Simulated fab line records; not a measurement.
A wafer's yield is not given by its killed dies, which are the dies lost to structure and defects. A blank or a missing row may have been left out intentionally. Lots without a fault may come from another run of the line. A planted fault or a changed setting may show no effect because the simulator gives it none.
Matching of chambers	flow n5-finfet	4 sister chambers for N5_BEOL_M7_ETCH_72 on rie-diel-01
The step etches underlayer in N2/H2, target depth 6.5 nm, time 5.2 s. 4 wafers are shown with their chamber, then 8 later ones without.

## WAFERS PAIRED WITH THEIR CHAMBERS
wafer	chamber	showerhead-plenum-p-Torr (Torr)
L087.4	1	2.44
L090.4	3	2.53
L090.6	2	2.49
L092.2	0	2.47

## WAFERS WITHOUT THEIR CHAMBER
wafer	showerhead-plenum-p-Torr (Torr)
L092.3	2.49
L092.4	2.44
L093.1	2.53
L093.2	2.44
L093.4	2.47
L096.3	2.43
L096.5	2.43
L096.6	2.48

## EACH ONE'S CHAMBER
wafer	from the rows above	in truth
L092.3	2	2
L092.4	1	1
L093.1	3	3
L093.2	1	1
L093.4	0	0
L096.3	1	1
L096.5	1	1
L096.6	can't be placed: 0 or 2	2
Correctly placed: 7 of 8. These rows do not allow placing 1 (true chamber among the candidates in 1). 0 placed wrongly.
How it was worked out, from the rows above alone: a wafer's distance from a chamber is the root of the sum, over the readings, of the square of ((its reading less the chamber's mean) divided by the reading's scatter). The wafer belongs to the nearest chamber; if the next one is less than 2 further off, it can't be placed. For every chamber, the mean is computed from those of its wafers that are shown. The scatter (one wafer shown for each chamber): square how far every hidden wafer sits from the nearest shown wafer, average those squares and take the square root.
